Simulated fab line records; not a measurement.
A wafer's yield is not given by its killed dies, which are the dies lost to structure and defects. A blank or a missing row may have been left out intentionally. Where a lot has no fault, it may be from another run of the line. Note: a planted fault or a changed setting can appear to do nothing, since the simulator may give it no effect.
fab line records	flow nand-harc
record: lots: 5	wafers: 15	last-day: 23
route steps=1159 shown P_BONDPAD@366
lots that met no fault: from a run of the same line without faults
start-h: the number of hours between the record's first day and the start of the first shown wafer of the lot	wait-h: hours since the lot's step before	" unchanged from the row above	L1.1+2: a single row standing in for several wafers	- no value, or no start given	* or withheld: withheld	< > ~ a bound
route shown NAME@n: names a module that has steps shown in the file, with the first one's number in the route	usual: mean/standard deviation taken from wafers without a fault	same: alike in all rows	chamber/n: place in a boat	sites: the reading at each site	_std_site: the standard deviation of these	_edge_site: the outer-site mean with the inner-site mean subtracted	radius-mm: for every site, how far away it sits from the centre of the wafer	mask NAME#n: copy n	behind: the tool/chamber that last shaped the wafer	hold: the reason the lot was held/the length of the hold in hours/how it ended	device: whichever transistor did not switch (one of n, p or np)	end of line: tests run on the same wafers once the route is complete	where a step has no rows: the recipe by itself	killed: dies that structure and defects cost at the first sort, which is not the same as the wafer's yield	map: dies across one wafer; x = killed, . = not, _ = none there
set.NAME: the setting as run; set.NAME@STEP: as run at that earlier step	model.NAME: the simulator's own value behind a step, which no gauge read
lots at selected steps of the route; one table per step, one row per wafer
services: the hour from which a tool's chamber was out of use, counted from the record's first day as start-h (under 0 if before that day), plus the number of hours and why
== steps ==
step: NHARC_P_BONDPAD_HARDBAKE_10
recipe: temp-c: 118	time-s: 65
usual: exhaust-pa: 45.0/0.87
same: time-s: 65
lot.wafer	tool	chamber	start-h	wait-h	exhaust-pa
L080.2	litho-track-05	0	163.01	0.0	45.6
L080.3	"	0	"	"	45.9
L080.4	"	0	"	"	45.0
L084.1	litho-track-03	0	194.28	0.0	45.2
L084.3	"	0	"	"	45.3
L084.6	"	0	"	"	45.0
L086.3	litho-track-03	0	207.15	0.1	42.7
L086.5	"	0	"	"	46.2
L086.6	"	0	"	"	45.5
L093.1	litho-track-03	0	237.95	0.0	44.3
L093.4	"	0	"	"	44.2
L093.5	"	0	"	"	44.6
L097.2	litho-track-05	0	259.24	0.0	45.5
L097.3	"	0	"	"	44.8
L097.5	"	0	"	"	44.9
step: NHARC_P_BONDPAD_DESCUM_11
recipe: time-s: 3	o2-flow-sccm: 200	ar-flow-sccm: 0	bias-power-w: 0	chemistry: O2
usual: drypump-motor-current-A: 5.6/0.52	o2-flow-sccm: 199.9/0.62	oes-product-au: 1.000/0.0068	rf-vpp-V: 58.2/0.94	showerhead-plenum-p-Torr: 1.99/0.083	throttle-valve-pct: 11.310/0.0098
same: time-s: 3
lot.wafer	tool	chamber	start-h	wait-h	drypump-motor-current-A	o2-flow-sccm	oes-product-au	rf-hours-counter-h	rf-vpp-V	showerhead-plenum-p-Torr	throttle-valve-pct
L080.2	rie-diel-13	2	163.09	-	6.5	200.8	0.990	5	58.6	2.03	11.315
L080.4	"	3	"	"	5.1	200.6	1.002	5	57.6	1.86	11.319
L080.3	"	0	"	"	5.4	200.5	0.995	6	58.9	2.04	11.316
L084.1	rie-diel-13	1	194.36	-	5.5	199.9	0.992	9	56.9	2.05	11.317
L084.3	"	0	"	"	5.4	200.9	0.995	9	59.0	2.04	11.333
L084.6	"	2	"	"	6.5	199.2	0.998	-	59.5	2.03	11.310
L086.3	rie-diel-13	2	207.23	-	6.5	199.4	1.003	10	58.3	2.03	11.300
L086.6	"	1	"	"	5.5	201.2	1.018	-	57.7	2.05	11.321
L086.5	"	2	"	"	6.6	199.5	1.007	-	58.4	2.03	11.322
L093.4	rie-diel-13	1	238.03	-	5.5	199.9	1.004	15	58.8	2.05	11.313
L093.1	"	2	"	"	6.6	199.2	1.007	14	58.0	2.03	11.309
L093.5	"	0	"	"	5.4	199.9	0.995	-	58.8	2.04	11.302
L097.3	rie-diel-02	3	259.32	-	5.4	199.4	1.004	36	59.1	1.78	11.329
L097.2	"	1	"	"	5.2	199.4	0.988	36	58.0	1.97	11.314
L097.5	"	0	"	"	5.7	200.1	1.001	-	60.1	2.06	11.315
step: NHARC_P_BONDPAD_ETCH_37
recipe: target-depth-a: 600	overetch-a: 180	time-s: 65.91	ion-energy-ev: 200	n2-flow-sccm: 150	h2-flow-sccm: 150	ar-flow-sccm: 0	rf-w: 400	bias-w: 150	chemistry: N2/H2
usual: drypump-motor-current-A: 5.6/0.52	oes-product-au: 0.999/0.0067	rf-vpp-V: 432.7/2.7	showerhead-plenum-p-Torr: 2.12/0.093	throttle-valve-pct: 14.170/0.0097
same: time-s: 65.91
lot.wafer	tool	chamber	start-h	wait-h	drypump-motor-current-A	oes-product-au	rf-hours-counter-h	rf-vpp-V	showerhead-plenum-p-Torr	throttle-valve-pct
L080.4	rie-diel-13	2	163.17	0.1	6.5	0.990	5	433.5	2.17	14.177
L080.2	"	3	"	"	5.1	1.000	5	430.4	1.98	14.171
L080.3	"	1	"	"	5.5	0.996	6	434.7	2.19	14.178
L084.3	rie-diel-13	3	194.46	0.1	5.1	1.003	9	428.4	1.98	14.167
L084.1	"	0	"	"	5.4	0.997	9	435.3	2.18	14.165
L084.6	"	1	"	"	5.5	1.007	-	433.7	2.19	14.183
L086.3	rie-diel-13	3	207.33	0.1	5.1	1.001	10	427.5	1.98	14.178
L086.6	"	0	"	"	5.4	1.006	-	433.2	2.18	14.169
L086.5	"	1	"	"	5.5	0.998	-	433.6	2.19	14.178
L093.4	rie-diel-13	2	238.11	0.1	6.5	0.998	14	433.9	2.17	14.175
L093.1	"	0	"	"	5.4	0.990	15	433.7	2.18	14.167
L093.5	"	3	"	"	5.1	1.007	-	427.6	1.98	14.164
L097.3	rie-diel-02	0	259.58	0.2	5.7	0.995	35	434.6	2.20	14.163
L097.2	"	1	"	"	5.3	0.983	36	432.4	2.10	14.170
L097.5	"	1	"	"	5.3	1.000	-	433.0	2.10	14.177
step: NHARC_P_BONDPAD_ETCH_12
recipe: target-depth-a: 2000	time-s: 100	chf3-flow-sccm: 50	o2-flow-sccm: 10	ar-flow-sccm: 200	rf-w: 500	bias-w: 200	chemistry: CHF3/O2
usual: drypump-motor-current-A: 5.6/0.53	o2-flow-sccm: 9.998/0.027	oes-product-au: 0.935/0.021	rf-vpp-V: 372.4/2.3	showerhead-plenum-p-Torr: 2.49/0.1	throttle-valve-pct: 20.573/0.0087
same: time-s: 100
lot.wafer	tool	chamber	start-h	wait-h	drypump-motor-current-A	o2-flow-sccm	oes-product-au	rf-hours-counter-h	rf-vpp-V	showerhead-plenum-p-Torr	throttle-valve-pct
L080.2	rie-diel-13	2	-	-	6.5	9.977	0.929	5	373.9	2.54	20.583
L080.4	"	0	"	"	5.4	9.982	0.929	6	374.8	2.56	20.585
L080.3	"	1	"	"	5.5	9.989	0.925	6	375.5	2.56	20.582
L084.3	rie-diel-13	1	-	-	5.5	9.965	0.933	9	374.3	2.56	20.584
L084.1	"	3	"	"	5.1	10.005	0.934	9	369.2	2.34	20.569
L084.6	"	1	"	"	5.5	9.942	0.929	-	376.2	2.56	20.558
L086.3	rie-diel-13	2	-	-	6.5	10.010	0.922	10	373.3	2.54	20.577
L086.6	"	0	"	"	5.4	10.008	0.917	-	374.3	2.55	20.578
L086.5	"	1	"	"	5.5	9.997	0.928	-	373.7	2.56	20.572
L093.1	rie-diel-13	0	-	-	5.4	10.031	0.960	15	374.1	2.55	20.581
L093.4	"	2	"	"	6.5	10.057	0.974	14	373.9	2.54	20.580
L093.5	"	3	"	"	5.1	10.007	0.983	-	368.4	2.34	20.569
L097.2	rie-diel-02	0	-	-	5.7	9.936	0.915	35	374.1	2.58	20.576
L097.3	"	3	"	"	5.4	10.015	0.923	36	367.2	2.24	20.572
L097.5	"	1	"	"	5.2	10.024	0.923	-	373.0	2.47	20.575
step: NHARC_P_BONDPAD_CD_MEAS_13
usual: cd-nm: 498.9/1.4
lot.wafer	tool	chamber	start-h	wait-h	cd-nm
L080.2	cd-sem-01	-	163.40	-	498.4
L080.3	"	-	"	"	497.4
L080.4	"	-	"	"	498.0
L084.1	cd-sem-02	-	194.67	-	498.2
L084.3	"	-	"	"	498.4
L084.6	"	-	"	"	498.6
L086.3	cd-sem-02	-	207.56	-	502.1
L086.5	"	-	"	"	498.3
L086.6	"	-	"	"	500.3
L093.1	cd-sem-01	-	238.34	-	498.8
L093.4	"	-	"	"	499.3
L093.5	"	-	"	"	496.6
L097.2	cd-sem-02	-	259.83	-	500.7
L097.3	"	-	"	"	499.6
L097.5	"	-	"	"	499.8
step: NHARC_P_BONDPAD_STRIP_15
recipe: o2-flow-sccm: 500	ar-flow-sccm: 0	bias-w: 0	chemistry: O2
usual: drypump-motor-current-A: 5.6/0.51	o2-flow-sccm: 500.3/1.7	oes-product-au: 0.999/0.0073	rf-vpp-V: 58.0/0.93	showerhead-plenum-p-Torr: 3.63/0.16	throttle-valve-pct: 17.038/0.0084
lot.wafer	tool	chamber	start-h	wait-h	drypump-motor-current-A	o2-flow-sccm	oes-product-au	rf-hours-counter-h	rf-vpp-V	showerhead-plenum-p-Torr	throttle-valve-pct
L080.3	rie-diel-13	2	163.49	0.1	6.6	497.0	1.005	5	58.4	3.73	17.033
L080.4	"	3	"	"	5.2	499.2	1.005	5	56.8	3.44	17.045
L080.2	"	0	"	"	5.4	497.2	0.987	6	58.3	3.75	17.031
L084.1	rie-diel-13	0	194.75	0.1	5.4	498.9	0.992	9	58.4	3.75	17.037
L084.3	"	2	"	"	6.5	501.8	1.000	9	57.8	3.73	17.055
L084.6	"	1	"	"	5.5	502.2	1.000	-	56.5	3.76	17.040
L086.3	rie-diel-13	2	207.63	0.1	6.5	498.3	0.989	10	58.5	3.73	17.035
L086.5	"	2	"	"	6.6	502.0	0.993	-	57.8	3.73	17.041
L086.6	"	3	"	"	5.1	496.5	1.010	-	57.5	3.44	17.036
L093.1	rie-diel-02	2	238.41	0.1	6.2	501.2	1.008	31	59.3	3.57	17.049
L093.4	"	3	"	"	5.4	502.0	1.003	31	56.4	3.30	17.041
L093.5	"	3	"	"	5.4	502.8	0.998	-	57.3	3.30	17.042
L097.3	rie-diel-13	2	259.90	0.1	6.6	500.8	0.993	16	59.1	3.73	17.023
L097.2	"	1	"	"	5.5	500.2	0.999	16	58.4	3.76	17.038
L097.5	"	3	"	"	5.1	501.4	0.990	-	58.0	3.43	17.057
step: NHARC_P_BONDPAD_ETCH_24
recipe: target-depth-a: 300	over-etch-frac: 0.3	time-s: 72.99	ion-energy-ev: 150	cf4-flow-sccm: 50	n2-flow-sccm: 100	ar-flow-sccm: 150	rf-w: 300	bias-w: 100	chemistry: CF4/N2
usual: cf4-flow-sccm: 50.01/0.16	drypump-motor-current-A: 5.6/0.5	oes-product-au: 1.000/0.0062	rf-vpp-V: 315.5/2.1	showerhead-plenum-p-Torr: 2.71/0.12	throttle-valve-pct: 19.794/0.0095
same: time-s: 72.99
lot.wafer	tool	chamber	start-h	wait-h	cf4-flow-sccm	drypump-motor-current-A	oes-product-au	rf-hours-counter-h	rf-vpp-V	showerhead-plenum-p-Torr	throttle-valve-pct
L080.4	rie-diel-13	0	-	-	49.80	5.4	0.992	6	316.8	2.79	19.803
L080.2	"	1	"	"	50.15	5.5	1.007	6	318.9	2.80	19.793
L080.3	"	2	"	"	50.04	6.5	0.999	5	318.1	2.78	19.773
L084.1	rie-diel-13	1	-	-	50.16	5.5	1.004	10	316.8	2.80	19.794
L084.3	"	3	"	"	49.73	5.1	1.014	9	311.6	2.56	19.821
L084.6	"	0	"	"	50.02	5.4	1.005	-	316.2	2.79	19.796
L086.3	rie-diel-13	2	-	-	49.79	6.6	1.000	10	317.3	2.78	19.787
L086.6	"	1	"	"	49.79	5.5	1.013	-	318.0	2.80	19.800
L086.5	"	2	"	"	49.97	6.5	1.007	-	316.4	2.78	19.778
L093.4	rie-diel-02	0	-	-	50.00	5.7	1.001	30	318.9	2.82	19.799
L093.1	"	3	"	"	50.01	5.4	0.987	31	310.8	2.45	19.803
L093.5	"	0	"	"	50.06	5.7	0.994	-	316.2	2.82	19.785
L097.3	rie-diel-13	1	-	-	49.71	5.5	1.003	16	317.6	2.80	19.783
L097.2	"	2	"	"	50.05	6.5	1.001	16	318.1	2.78	19.800
L097.5	"	0	"	"	49.73	5.4	0.995	-	317.7	2.79	19.806
step: NHARC_P_BONDPAD_STRIP_16
recipe: time-s: 600	temp-c: 30	chemistry: post-etch-residue-remover
same: time-s: 600
lot.wafer	tool	chamber	start-h	wait-h
L080.3+4+2	wet-bench-10	5,0,1	163.75	-
L084.3+1+6	wet-bench-08	3,5,0	195.02	-
L086.5+3+6	wet-bench-10	7,0,4	208.00	-
L093.4+5+1	wet-bench-10	6,1,2	238.69	-
L097.5+2+3	wet-bench-10	5,0,2	260.18	-
step: NHARC_P_BONDPAD_DEGAS_25
recipe: temp-c: 300	time-s: 60
usual: heater-power-w: 467/57
same: time-s: 60
lot.wafer	tool	chamber	start-h	wait-h	heater-power-w
L080.4	pvd-sputter-02	-	164.02	-	503
L080.3	"	-	"	"	397
L080.2	"	-	"	"	512
L084.1	pvd-sputter-03	-	195.30	-	435
L084.3	"	-	"	"	570
L084.6	"	-	"	"	424
L086.3	pvd-sputter-03	-	208.27	-	434
L086.5	"	-	"	"	434
L086.6	"	-	"	"	590
L093.4	pvd-sputter-03	-	239.01	-	427
L093.1	"	-	"	"	434
L093.5	"	-	"	"	413
L097.2	pvd-sputter-03	-	260.50	-	566
L097.3	"	-	"	"	423
L097.5	"	-	"	"	435
step: NHARC_P_BONDPAD_PRE_CLEAN_26
recipe: time-s: 30	temp-c: 280	gas: H2/He
usual: heater-power-w: 409/50
same: time-s: 30
lot.wafer	tool	chamber	start-h	wait-h	heater-power-w
L080.4	pvd-sputter-02	-	-	-	436
L080.3	"	-	"	"	343
L080.2	"	-	"	"	400
L084.1	pvd-sputter-03	-	-	-	502
L084.3	"	-	"	"	359
L084.6	"	-	"	"	354
L086.3	pvd-sputter-03	-	-	-	508
L086.6	"	-	"	"	377
L086.5	"	-	"	"	374
L093.1	pvd-sputter-03	-	-	-	360
L093.4	"	-	"	"	373
L093.5	"	-	"	"	494
L097.3	pvd-sputter-03	-	-	-	363
L097.2	"	-	"	"	378
L097.5	"	-	"	"	352
step: NHARC_P_BONDPAD_PVD_17
recipe: target-thk-a: 50	bias-v: 168.6	power-w: 15000	chamber-pressure-pa: 0.12	time-s: 8.06	substrate-temp-c: 50	material: TaN
usual: throttle-valve-pct: 30.6/1.3
same: time-s: 8.06
lot.wafer	tool	chamber	start-h	wait-h	throttle-valve-pct
L080.3	pvd-sputter-02	-	-	-	29.7
L080.2	"	-	"	"	27.6
L080.4	"	-	"	"	30.3
L084.1	pvd-sputter-03	-	-	-	31.3
L084.3	"	-	"	"	32.3
L084.6	"	-	"	"	30.3
L086.3	pvd-sputter-03	-	-	-	30.5
L086.5	"	-	"	"	32.2
L086.6	"	-	"	"	30.4
L093.4	pvd-sputter-03	-	-	-	31.6
L093.1	"	-	"	"	30.8
L093.5	"	-	"	"	31.6
L097.3	pvd-sputter-03	-	-	-	30.0
L097.2	"	-	"	"	30.9
L097.5	"	-	"	"	30.4
step: NHARC_P_BONDPAD_PVD_27
recipe: target-thk-a: 300	chamber-pressure-pa: 5	power-w: 5000	substrate-temp-c: 30	time-s: 20.49	material: Cu
usual: throttle-valve-pct: 30.6/1.2
same: time-s: 20.49
lot.wafer	tool	chamber	start-h	wait-h	throttle-valve-pct
L080.3	pvd-sputter-02	-	-	-	27.8
L080.2	"	-	"	"	30.8
L080.4	"	-	"	"	29.9
L084.1	pvd-sputter-03	-	-	-	30.9
L084.3	"	-	"	"	32.5
L084.6	"	-	"	"	30.9
L086.3	pvd-sputter-03	-	-	-	30.3
L086.6	"	-	"	"	31.5
L086.5	"	-	"	"	32.5
L093.1	pvd-sputter-03	-	-	-	30.8
L093.4	"	-	"	"	32.6
L093.5	"	-	"	"	31.0
L097.2	pvd-sputter-03	-	-	-	31.7
L097.3	"	-	"	"	32.5
L097.5	"	-	"	"	30.3
step: NHARC_P_BONDPAD_ECD_18
recipe: target-thk-a: 4000	bath-temp-c: 25	material: Cu
lot.wafer	tool	chamber	start-h	wait-h
L080.2+3+4	ecd-cu-01	0,1,0	164.43	-
L084.1+3+6	ecd-cu-02	0,0,1	195.78	-
L086.3+6+5	ecd-cu-01	1,1,0	208.73	-
L093.1+4+5	ecd-cu-01	1,1,0	239.41	-
L097.2+3+5	ecd-cu-02	0,1,1	260.90	-
step: NHARC_P_BONDPAD_ANNEAL_28
recipe: temp-c: 225	time-s: 90
usual: wafer_temp_C_max: 225.9/0.39
same: time-s: 90
lot.wafer	tool	chamber	start-h	wait-h	wafer_temp_C_max
L080.2	rtp-anneal-02	0	164.81	-	226.3
L080.3	"	0	"	"	226.2
L080.4	"	0	"	"	226.0
L084.1	rtp-anneal-01	0	196.19	0.4	225.6
L084.3	"	0	"	"	225.6
L084.6	"	0	"	"	225.5
L086.3	rtp-anneal-01	0	209.11	-	225.8
L086.5	"	0	"	"	225.6
L086.6	"	0	"	"	225.8
L093.1	rtp-anneal-02	0	239.77	-	226.4
L093.4	"	0	"	"	226.2
L093.5	"	0	"	"	226.6
L097.2	rtp-anneal-01	0	261.28	-	225.6
L097.3	"	0	"	"	225.7
L097.5	"	0	"	"	225.5
step: NHARC_P_BONDPAD_CMP_19
recipe: t-overpolish-s: 30	cu-recess-touch-s: 16	target-thk-nm: 160.81
usual: motor-current-A: 12.5/1.1	overpolish-run-s: 30.000/0.0084	slurry-flow-ml-min: 150.0/0.42
lot.wafer	tool	chamber	start-h	wait-h	motor-current-A	overpolish-run-s	slurry-flow-ml-min
L080.4	cmp-03	1	165.10	-	13.4	30.004	149.9
L080.2	"	3	"	"	12.3	29.995	150.5
L080.3	"	0	"	"	13.1	30.018	150.1
L084.1	cmp-02	2	196.56	-	12.1	29.990	150.1
L084.3	"	0	"	"	12.3	30.011	150.3
L084.6	"	2	"	"	11.8	29.991	150.5
L086.3	cmp-04	3	209.35	-	11.8	29.997	149.1
L086.6	"	3	"	"	10.8	30.008	150.4
L086.5	"	0	"	"	11.6	30.009	150.0
L093.4	cmp-02	2	240.14	-	11.5	30.009	149.6
L093.1	"	3	"	"	13.3	30.004	150.1
L093.5	"	2	"	"	11.6	29.996	149.8
L097.2	cmp-03	2	261.58	-	9.8	29.997	150.5
L097.3	"	1	"	"	12.7	30.009	150.4
L097.5	"	2	"	"	10.7	30.019	150.3
== services ==
tool	chamber	start-h	hours	kind
rie-diel-13	2	141.59	7.2	repair
cmp-02	-	143.40	5.5	repair
rie-diel-02	-	150.74	9.0	pm
cmp-03	-	156.00	4.0	pm
pvd-sputter-02	-	156.62	3.6	repair
rie-diel-13	0	157.15	-	clean
ecd-cu-02	-	180.76	8.0	pm
wet-bench-08	-	190.63	1.3	repair
cmp-04	-	203.18	4.0	pm
cmp-03	-	208.79	2.6	repair
litho-track-03	-	213.00	7.0	pm
pvd-sputter-02	-	214.00	10.0	pm
rie-diel-13	3	215.88	16.3	repair
cmp-02	-	226.59	4.0	pm
wet-bench-08	-	227.05	5.3	repair
wet-bench-08	-	232.36	8.0	pm
litho-track-05	-	237.01	7.0	pm
rie-diel-13	3	240.86	2.9	repair
wet-bench-10	-	247.24	8.0	pm
cmp-02	-	251.05	7.4	repair
rie-diel-02	2	253.28	25.0	repair
rie-diel-13	0	253.61	6.2	repair
cmp-03	-	254.00	4.0	pm
ecd-cu-01	-	259.20	8.8	repair
== key ==
fault none
